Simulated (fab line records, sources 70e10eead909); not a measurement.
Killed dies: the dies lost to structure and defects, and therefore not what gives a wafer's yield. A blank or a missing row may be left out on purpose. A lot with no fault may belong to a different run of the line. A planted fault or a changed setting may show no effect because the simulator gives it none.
fab line records	flow nand_harc
[record] lots = 7	wafers = 21	last_day = 33
route steps=1302 shown A_WL_FILL@960 END@1302
lots untouched by any fault: they come from a run of this same line in which no faults occurred
start_h: start of the lot's first displayed wafer, in hours after the record's first day	wait_h: hours from the lot's prior step to this one	" identical to the entry in the row above	L1.1+2: a row that stands for several wafers	- no value, or no start given	* or withheld: withheld	< > ~ a bound
route shown NAME@n: names a module that has steps shown in the file, with the first one's number in the route	usual: mean/standard deviation of fault-free wafers	same: alike in all rows	chamber/n: place in a boat	sites: each site's reading	_std_site: the values' standard deviation	_edge_site: the outer-site mean with the inner-site mean subtracted	radius_mm: how far each site lies from the wafer's centre	mask NAME#n: copy n	behind: the most recent tool/chamber to have shaped the wafer	hold: what put the lot on hold/how long, in hours/how the hold closed	device: which transistor (n, p or np) failed to switch	end of line: the tests these same wafers got at the end of their route	a step with no rows: only its recipe	killed: dies lost to structure and defects at the first sort, not the wafer's yield	map: per-die view of a wafer (x killed, . not killed, _ where there is no die)
set.NAME: the setting the step ran with; set.NAME@STEP: the setting that earlier step ran with	model.NAME: the simulator's own value behind a step, which no gauge read
lots seen at some steps along the route; tables by step, rows by wafer
services: a tool's chamber out of use, with start hour (start_h, from the record's first day; less than 0 if before it), hours out, and reason
[[steps]]
[step NHARC_A_WL_FILL_STRIP_28]
[recipe] time_s = 1200	temp_c = 72.5	chemistry = post_etch_residue_remover
[step NHARC_A_WL_FILL_PRECLEAN_06]
[recipe] time_s = 300	chemistry = DIW
[step NHARC_A_WL_FILL_SRD_07]
[step NHARC_A_WL_FILL_ANNEAL_08]
[recipe] temp_c = 450	time_s = 1800
[step NHARC_A_WL_FILL_ALD_10]
[recipe] target_thk_a = 500	pulse_time_s = 10	ald_cycles = 500	temp_c = 300	material = SiO2
[usual] heater_power_w = 467/52	precursor_pulse_height_rel = 1.004/0.02
lot.wafer	tool	chamber	start_h	wait_h	heater_power_w	precursor_pulse_height_rel
L402.4	ald_hk-04	3	532.66	0.6	425	1.032
L402.1	"	0	"	"	397	1.027
L402.5	"	2	534.23	2.1	470	0.952
L401.1	ald_hk-04	0	537.43	0.6	390	0.996
L401.2	"	2	538.46	1.6	497	0.998
L401.5	"	0	539.48	2.6	407	0.987
L406.1	ald_hk-02	0	590.70	0.1	481	1.003
L406.3	"	1	"	"	515	1.008
L406.5	"	0	592.76	2.1	480	0.991
L412.2	ald_hk-02	2	624.61	0.1	454	0.999
L412.4	"	0	625.63	1.1	479	1.005
L412.1	"	1	"	"	520	1.007
L411.2	ald_hk-03	3	625.12	0.6	583	1.013
L411.6	"	2	626.66	2.1	578	1.012
L411.5	"	3	"	"	571	0.972
L414.2	ald_hk-02	2	664.69	2.4	444	0.970
L414.3	"	3	"	"	439	1.005
L414.5	"	1	666.24	4.0	524	0.990
L418.2	ald_hk-02	0	692.20	0.1	502	1.017
L418.4	"	2	693.23	1.1	453	1.010
L418.5	"	1	694.77	2.6	524	1.031
[step NHARC_A_WL_FILL_ETCHBACK_16]
[recipe] target_depth_a = 1200	time_s = 24	c4f8_flow_sccm = withheld	o2_flow_sccm = 8	ar_flow_sccm = withheld	rf_w = 600	bias_w = 800	chemistry = C4F8/O2/Ar
[usual] bias_w = 800.1/2.4	chamber_pressure_mTorr = 24.998/0.022	oes_product_au = 0.98/0.031	rf_vpp_V = 724/4.5
lot.wafer	tool	chamber	start_h	wait_h	bias_w	chamber_pressure_mTorr	oes_product_au	rf_hours_counter_h	rf_vpp_V
L402.4	rie_diel-08	3	-	-	797.7	25.031	1.01	7.4	727
L402.1	"	1	"	"	802.0	24.994	0.97	7.2	718
L402.5	"	2	"	"	801.9	24.978	0.99	-	723
L401.2	rie_diel-08	2	-	-	807.4	25.007	1.00	7.4	724
L401.1	"	3	"	"	798.9	24.963	1.01	7.6	728
L401.5	"	3	"	"	802.2	24.995	1.01	-	727
L406.3	rie_diel-07	3	-	-	798.1	25.002	1.02	3.9	731
L406.1	"	1	"	"	801.5	25.017	1.00	4.2	721
L406.5	"	3	"	"	804.9	24.973	1.02	-	730
L412.4	rie_diel-11	3	-	-	797.6	25.033	1.02	0.3	730
L412.2	"	0	"	"	797.9	24.959	1.00	0.3	730
L412.1	"	2	"	"	801.8	25.007	1.01	0.5	717
L411.2	rie_diel-08	1	-	-	801.5	25.020	0.91	4.5	719
L411.6	"	1	"	"	802.7	24.984	0.90	-	718
L411.5	"	0	"	"	798.3	24.974	0.91	-	722
L414.2	rie_diel-11	1	-	-	800.8	25.007	0.93	1.8	722
L414.3	"	2	"	"	799.3	24.989	0.92	1.7	716
L414.5	"	2	"	"	794.8	25.020	0.92	-	716
L418.4	rie_diel-07	2	-	-	797.9	25.007	0.99	0.7	720
L418.2	"	0	"	"	796.7	25.000	0.99	0.6	727
L418.5	"	2	"	"	799.2	24.992	1.00	-	720
[step NHARC_A_WL_FILL_STRIP_29]
[recipe] time_s = 20	o2_flow_sccm = 500	ar_flow_sccm = 0	bias_w = 0	chemistry = O2
[usual] drypump_motor_current_A = 5.82/0.29	oes_product_au = 0.999/0.011	rf_vpp_V = 57.8/0.88	showerhead_plenum_p_Torr = 3.56/0.15	throttle_valve_pct = 17.037/0.0095
lot.wafer	tool	chamber	start_h	wait_h	drypump_motor_current_A	oes_product_au	rf_hours_counter_h	rf_vpp_V	showerhead_plenum_p_Torr	throttle_valve_pct
L402.4	rie_diel-08	2	536.93	0.1	5.97	0.995	7.3	57.9	3.53	17.038
L402.1	"	3	"	"	5.82	1.004	7.5	58.5	3.70	17.033
L402.5	"	3	"	"	5.81	1.001	-	58.3	3.70	17.056
L401.1	rie_diel-08	3	541.65	0.1	5.87	1.000	7.6	58.5	3.70	17.044
L401.2	"	2	"	"	5.99	0.997	7.4	56.8	3.53	17.037
L401.5	"	3	"	"	5.86	1.001	-	57.8	3.70	17.034
L406.3	rie_diel-07	3	595.44	0.1	5.84	1.002	3.9	57.7	3.77	17.031
L406.1	"	2	"	"	5.69	0.995	3.1	56.0	3.40	17.043
L406.5	"	0	"	"	6.32	0.989	-	59.1	3.67	17.057
L412.1	rie_diel-11	3	629.32	0.1	6.29	1.017	0.3	57.4	3.76	17.041
L412.4	"	0	"	"	5.40	0.989	0.3	58.2	3.77	17.029
L412.2	"	1	"	"	6.00	1.005	0.4	58.0	3.50	17.051
L411.2	rie_diel-08	1	629.36	0.1	5.35	0.982	4.5	57.8	3.38	17.051
L411.5	"	0	"	"	5.56	1.005	-	57.2	3.52	17.024
L411.6	"	1	"	"	5.34	0.985	-	58.3	3.38	17.045
L414.2	rie_diel-11	3	668.41	0.1	6.31	1.011	1.5	57.6	3.76	17.023
L414.3	"	0	"	"	5.40	0.995	1.7	58.5	3.77	17.027
L414.5	"	1	"	"	5.99	0.997	-	58.3	3.50	17.039
L418.4	rie_diel-07	3	696.92	0.1	5.83	1.018	0.6	59.3	3.76	17.038
L418.2	"	2	"	"	5.72	0.994	0.7	56.6	3.40	17.050
L418.5	"	3	"	"	5.85	1.024	-	58.3	3.76	17.031
[step NHARC_A_WL_FILL_ETCHBACK_17]
[recipe] target_depth_a = 40	time_s = 26.7	chemistry = Cl2/BCl3
[usual] chamber_pressure_mTorr = 10.001/0.0089	drypump_motor_current_A = 5.8/0.38	oes_product_au = 1.002/0.012
lot.wafer	tool	chamber	start_h	wait_h	chamber_pressure_mTorr	drypump_motor_current_A	oes_product_au	rf_hours_counter_h
L402.1	rie_metal-02	0	537.01	-	10.009	5.9	1.017	1.3
L402.4	"	1	"	"	9.991	5.2	0.999	-
L402.5	"	0	"	"	9.998	5.9	1.032	-
L401.2	rie_metal-03	0	541.74	-	10.005	6.1	1.001	0.5
L401.1	"	1	"	"	9.992	5.5	0.986	0.5
L401.5	"	1	"	"	10.003	5.5	0.991	-
L406.1	rie_metal-03	0	595.52	-	10.009	6.1	0.993	1.2
L406.3	"	1	"	"	10.002	5.5	0.991	-
L406.5	"	0	"	"	9.990	6.1	0.979	-
L412.1	rie_metal-02	0	629.40	-	9.998	5.9	1.004	3.7
L412.2	"	0	"	"	10.006	5.9	1.014	-
L412.4	"	0	"	"	9.987	5.8	1.006	-
L411.2	rie_metal-03	1	629.46	-	10.013	5.5	0.997	2.2
L411.5	"	0	"	"	10.013	6.0	0.991	-
L411.6	"	1	"	"	10.011	5.5	0.993	-
L414.2	rie_metal-03	1	668.51	-	10.014	5.5	1.005	2.5
L414.3	"	1	"	"	10.007	5.5	1.001	-
L414.5	"	1	"	"	9.986	5.5	0.996	-
L418.2	rie_metal-02	0	697.01	-	9.989	5.9	1.011	1.1
L418.4	"	0	"	"	9.995	5.9	1.005	-
L418.5	"	1	"	"	9.988	5.2	1.013	-
[step NHARC_A_WL_FILL_PRECLEAN_18]
[recipe] time_s = 30	chemistry = dHF
[step NHARC_A_WL_FILL_SRD_21]
[step NHARC_A_WL_FILL_CVD_23]
[recipe] target_thk_a = 400	temp_c = 620	pressure_mtorr = 200	time_s = 800	material = poly-Si
[step NHARC_A_WL_FILL_ETCHBACK_26]
[recipe] target_depth_a = 520	time_s = 13.3	hbr_flow_sccm = 150	rf_w = 350	icp_w = 350	bias_w = 60	chemistry = HBr
[usual] bias_w = 60.00/0.2	chamber_pressure_mTorr = 14.999/0.014	drypump_motor_current_A = 5.6/0.38	hbr_flow_sccm = 150.0/0.49	oes_product_au = 1.006/0.011	throttle_valve_pct = 23.267/0.0094
lot.wafer	tool	chamber	start_h	wait_h	bias_w	chamber_pressure_mTorr	drypump_motor_current_A	hbr_flow_sccm	oes_product_au	rf_hours_counter_h	throttle_valve_pct
L402.4	rie_si-03	2	542.12	0.4	60.20	14.987	6.0	151.0	1.005	0.9	23.263
L402.1	"	1	"	"	60.25	14.997	5.2	149.5	1.007	0.9	23.274
L402.5	"	3	"	"	59.93	15.000	5.0	149.4	0.986	-	23.281
L401.1	rie_si-04	0	547.01	0.4	59.92	15.009	6.3	149.6	0.996	0.2	23.282
L401.2	"	1	"	"	59.96	14.986	5.4	149.8	1.006	0.1	23.272
L401.5	"	2	"	"	60.03	15.033	5.3	150.0	0.998	-	23.266
L406.3	rie_si-04	0	601.72	0.4	59.89	14.988	6.3	149.1	0.989	0.6	23.275
L406.1	"	2	"	"	60.09	15.008	5.3	150.5	1.004	0.4	23.267
L406.5	"	3	"	"	60.20	14.994	5.6	150.4	1.019	-	23.260
L412.2	rie_si-03	3	634.57	0.4	-	-	-	-	-	-	-
L412.4	"	0	"	"	-	-	-	-	-	-	-
L412.1	"	1	"	"	-	-	-	-	-	-	-
L411.2	rie_si-04	1	634.61	0.4	-	-	-	-	-	-	-
L411.5	"	2	"	"	-	-	-	-	-	-	-
L411.6	"	3	"	"	-	-	-	-	-	-	-
L414.3	rie_si-05	3	673.74	0.4	-	-	-	-	-	-	-
L414.2	"	0	"	"	-	-	-	-	-	-	-
L414.5	"	1	"	"	-	-	-	-	-	-	-
L418.4	rie_si-03	1	702.23	0.4	60.48	14.976	5.3	149.4	1.018	0.7	23.264
L418.2	"	2	"	"	59.99	15.007	6.1	150.4	1.005	0.6	23.274
L418.5	"	0	"	"	60.00	15.015	5.7	150.1	1.005	-	23.279
[step NHARC_A_WL_FILL_PRECLEAN_30]
[recipe] time_s = 10	chemistry = dHF
[step NHARC_END_SORT_01]
[recipe] temp_c = 25
[usual] killed_at_array = 47/18	killed_at_other = 0.9/1.1	killed_at_periphery = 4/3.1	killed_dies = 52/18	killed_open = 3.1/1.5	killed_short = 2.4/1.5
[same] gross_dies = 677
lot.wafer	tool	chamber	start_h	wait_h	killed_at_array	killed_at_other	killed_at_periphery	killed_dies	killed_open	killed_short
L411.2	prober-01	0	714.86	2.8	673	1	3	677	2	2
L411.5	prober-01	0	717.30	3.8	669	5	3	677	3	3
L411.6	prober-01	0	718.12	4.1	674	2	1	677	2	3
L412.1	prober-02	0	719.40	2.5	675	0	2	677	2	1
L412.2	prober-02	0	720.21	2.8	677	0	0	677	1	5
L412.4	prober-02	0	721.81	3.4	677	0	0	677	1	2
L414.2	prober-01	0	750.90	2.8	676	1	0	677	2	2
L414.3	prober-01	0	751.70	3.1	674	1	2	677	2	1
L414.5	prober-01	0	753.30	3.7	675	1	1	677	4	6
// killed by level:class
L411.2 A_WL_FILL:area_etchback=627 A_CHANNEL_HOLE_D2:chamber_film_flake=17 A_SLIT:chamber_film_flake=9 A_CHANNEL_HOLE_D1:chamber_film_flake=9 A_CHANNEL_FILL_D2:chamber_film_flake=3 A_CONTACT:chamber_film_flake=2 P_M1:geometric_particle:short=1 A_CHANNEL_HOLE_D2:geometric_particle:open=1
L411.5 A_WL_FILL:area_etchback=625 A_CHANNEL_HOLE_D2:chamber_film_flake=17 A_CHANNEL_HOLE_D1:chamber_film_flake=11 A_SLIT:chamber_film_flake=4 THIN_TSV:chamber_film_flake=4 P_GATE:chamber_film_flake=3 A_STAIRCASE:chamber_film_flake=3 A_CHANNEL_FILL_D2:chamber_film_flake=2
L411.6 A_WL_FILL:area_etchback=635 A_CHANNEL_HOLE_D2:chamber_film_flake=15 A_CHANNEL_HOLE_D1:chamber_film_flake=11 A_STAIRCASE:chamber_film_flake=4 A_CONTACT:chamber_film_flake=3 THIN_TSV:chamber_film_flake=2 P_STI:geometric_particle:open=1 A_CHANNEL_FILL_D1:geometric_particle:short=1
L412.1 A_WL_FILL:area_etchback=622 A_SLIT:chamber_film_flake=24 A_CHANNEL_HOLE_D1:chamber_film_flake=14 A_CONTACT:chamber_film_flake=5 A_DECK1_JOINT:chamber_film_flake=3 A_STAIRCASE:chamber_film_flake=3 P_M0:geometric_particle:open=1 A_CHANNEL_HOLE_D1:geometric_particle:open=1
L412.2 A_WL_FILL:area_etchback=603 A_CHANNEL_HOLE_D1:chamber_film_flake=36 A_SLIT:chamber_film_flake=22 A_CONTACT:chamber_film_flake=6 A_STAIRCASE:chamber_film_flake=2 A_ONON_D1:geometric_particle:short=1 A_CHANNEL_FILL_D1:geometric_particle:short=1 A_DECK1_JOINT:geometric_particle:short=1
L412.4 A_WL_FILL:area_etchback=608 A_CHANNEL_HOLE_D1:chamber_film_flake=34 A_SLIT:chamber_film_flake=27 A_CONTACT:chamber_film_flake=2 A_ONON_D2:geometric_particle:open=1 A_CHANNEL_FILL_D2:geometric_particle:short=1 A_WL_FILL:geometric_particle:short=1 A_CHANNEL_FILL_D2:chamber_film_flake=1
L414.2 A_WL_FILL:area_etchback=615 A_CHANNEL_HOLE_D2:chamber_film_flake=18 A_CHANNEL_HOLE_D1:chamber_film_flake=10 A_SLIT:chamber_film_flake=8 A_STAIRCASE:chamber_film_flake=7 A_ZERO_WELL:chamber_film_flake=4 A_M0:chamber_film_flake=4 A_WL_FILL:chamber_film_flake=3
L414.3 A_WL_FILL:area_etchback=625 A_CHANNEL_HOLE_D2:chamber_film_flake=16 A_CHANNEL_HOLE_D1:chamber_film_flake=7 A_STAIRCASE:chamber_film_flake=6 A_M0:chamber_film_flake=6 A_CONTACT:chamber_film_flake=4 A_WL_FILL:chamber_film_flake=3 A_SLIT:chamber_film_flake=3
L414.5 A_WL_FILL:area_etchback=619 A_CHANNEL_HOLE_D2:chamber_film_flake=20 A_CHANNEL_HOLE_D1:chamber_film_flake=7 A_CONTACT:chamber_film_flake=7 A_STAIRCASE:chamber_film_flake=4 A_ONON_D2:geometric_particle:short=3 A_M0:chamber_film_flake=3 A_SGD_CUT:geometric_particle:short=2
// map L411.2 (x killed, . not)
____________x____________
_________xxxxxxx_________
_______xxxxxxxxxxx_______
______xxxxxxxxxxxxx______
_____xxxxxxxxxxxxxxx_____
____xxxxxxxxxxxxxxxxx____
____xxxxxxxxxxxxxxxxx____
___xxxxxxxxxxxxxxxxxxx___
___xxxxxxxxxxxxxxxxxxx___
__xxxxxxxxxxxxxxxxxxxxx__
__xxxxxxxxxxxxxxxxxxxxx__
_xxxxxxxxxxxxxxxxxxxxxxx_
_xxxxxxxxxxxxxxxxxxxxxxx_
_xxxxxxxxxxxxxxxxxxxxxxx_
_xxxxxxxxxxxxxxxxxxxxxxx_
_xxxxxxxxxxxxxxxxxxxxxxx_
xxxxxxxxxxxxxxxxxxxxxxxxx
xxxxxxxxxxxxxxxxxxxxxxxxx
xxxxxxxxxxxxxxxxxxxxxxxxx
xxxxxxxxxxxxxxxxxxxxxxxxx
xxxxxxxxxxxxxxxxxxxxxxxxx
_xxxxxxxxxxxxxxxxxxxxxxx_
_xxxxxxxxxxxxxxxxxxxxxxx_
_xxxxxxxxxxxxxxxxxxxxxxx_
_xxxxxxxxxxxxxxxxxxxxxxx_
_xxxxxxxxxxxxxxxxxxxxxxx_
__xxxxxxxxxxxxxxxxxxxxx__
__xxxxxxxxxxxxxxxxxxxxx__
___xxxxxxxxxxxxxxxxxxx___
___xxxxxxxxxxxxxxxxxxx___
____xxxxxxxxxxxxxxxxx____
____xxxxxxxxxxxxxxxxx____
_____xxxxxxxxxxxxxxx_____
______xxxxxxxxxxxxx______
_______xxxxxxxxxxx_______
_________xxxxxxx_________
____________x____________
// map L412.1 (x killed, . not)
____________x____________
_________xxxxxxx_________
_______xxxxxxxxxxx_______
______xxxxxxxxxxxxx______
_____xxxxxxxxxxxxxxx_____
____xxxxxxxxxxxxxxxxx____
____xxxxxxxxxxxxxxxxx____
___xxxxxxxxxxxxxxxxxxx___
___xxxxxxxxxxxxxxxxxxx___
__xxxxxxxxxxxxxxxxxxxxx__
__xxxxxxxxxxxxxxxxxxxxx__
_xxxxxxxxxxxxxxxxxxxxxxx_
_xxxxxxxxxxxxxxxxxxxxxxx_
_xxxxxxxxxxxxxxxxxxxxxxx_
_xxxxxxxxxxxxxxxxxxxxxxx_
_xxxxxxxxxxxxxxxxxxxxxxx_
xxxxxxxxxxxxxxxxxxxxxxxxx
xxxxxxxxxxxxxxxxxxxxxxxxx
xxxxxxxxxxxxxxxxxxxxxxxxx
xxxxxxxxxxxxxxxxxxxxxxxxx
xxxxxxxxxxxxxxxxxxxxxxxxx
_xxxxxxxxxxxxxxxxxxxxxxx_
_xxxxxxxxxxxxxxxxxxxxxxx_
_xxxxxxxxxxxxxxxxxxxxxxx_
_xxxxxxxxxxxxxxxxxxxxxxx_
_xxxxxxxxxxxxxxxxxxxxxxx_
__xxxxxxxxxxxxxxxxxxxxx__
__xxxxxxxxxxxxxxxxxxxxx__
___xxxxxxxxxxxxxxxxxxx___
___xxxxxxxxxxxxxxxxxxx___
____xxxxxxxxxxxxxxxxx____
____xxxxxxxxxxxxxxxxx____
_____xxxxxxxxxxxxxxx_____
______xxxxxxxxxxxxx______
_______xxxxxxxxxxx_______
_________xxxxxxx_________
____________x____________
[[services]]
tool	chamber	start_h	hours	kind
rie_diel-11	1	513.27	7.8	repair
rie_metal-03	-	519.00	9.0	pm
rie_si-04	-	519.00	9.0	pm
ald_hk-02	-	530.64	10.0	pm
rie_si-04	-	536.43	0.4	repair
rie_diel-07	2	536.61	9.3	repair
rie_diel-08	-	544.80	9.0	pm
rie_diel-08	2	559.72	1.6	repair
rie_metal-02	-	563.06	0.1	repair
rie_si-03	-	575.00	9.0	pm
rie_diel-07	0	600.08	6.3	repair
rie_diel-11	-	609.50	9.0	pm
rie_metal-02	1	610.18	20.5	repair
rie_si-03	2	616.26	1.3	repair
rie_diel-08	2	617.62	14.2	repair
rie_diel-11	3	621.92	5.1	repair
rie_metal-02	-	631.00	9.0	pm
rie_diel-11	1	634.95	1.9	repair
rie_diel-07	-	648.20	9.0	pm
rie_diel-08	0	656.34	8.3	repair
rie_diel-07	3	657.39	7.4	repair
rie_diel-07	1	666.89	9.8	repair
rie_metal-03	0	687.83	19.4	repair
rie_metal-03	-	696.00	9.0	pm
[[key]]
[first_sign] step = NHARC_A_WL_FILL_ETCHBACK_26	reading = tool_record	direction = missing
[effect] step = NHARC_END_SORT_01	reading = killed_at_array	direction = up	sigmas = 35	usual = 47	struck = 674
[more_kills_born_at] NHARC_A_WL_FILL_ETCHBACK_26@rie_si-04 = 1885	NHARC_A_WL_FILL_ETCHBACK_26@rie_si-05 = 1854	NHARC_A_WL_FILL_ETCHBACK_26@rie_si-03 = 1832
met_at NHARC_A_WL_FILL_ETCHBACK_26
struck_wafers L411.2,L411.5,L411.6,L412.1,L412.2,L412.4,L414.2,L414.3,L414.5
later_rows_left_out L411.2,L411.5,L411.6,L412.1,L412.2,L412.4,L414.2,L414.3,L414.5
tester_left_out L411,L412,L414
onset_between 601.72 634.57
[fault] kind = skipped_step_whole	tool = rie_si-03,rie_si-04,rie_si-05	chamber = -	onset_h = 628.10	steps = NHARC_A_WL_FILL_ETCHBACK_26	scope = struck_lots_only
// tester_left_out: of these lots the tester's yield and bins aren't shown, on N5 and GAA mostly nor the transistor test; their killed dies are dies lost to structure and defects alone, not to doping, threshold or leakage, so they don't give the yield
// later_rows_left_out: the simulator's readings of these wafers behind a module that went badly wrong aren't trusted and aren't shown, but for the sort
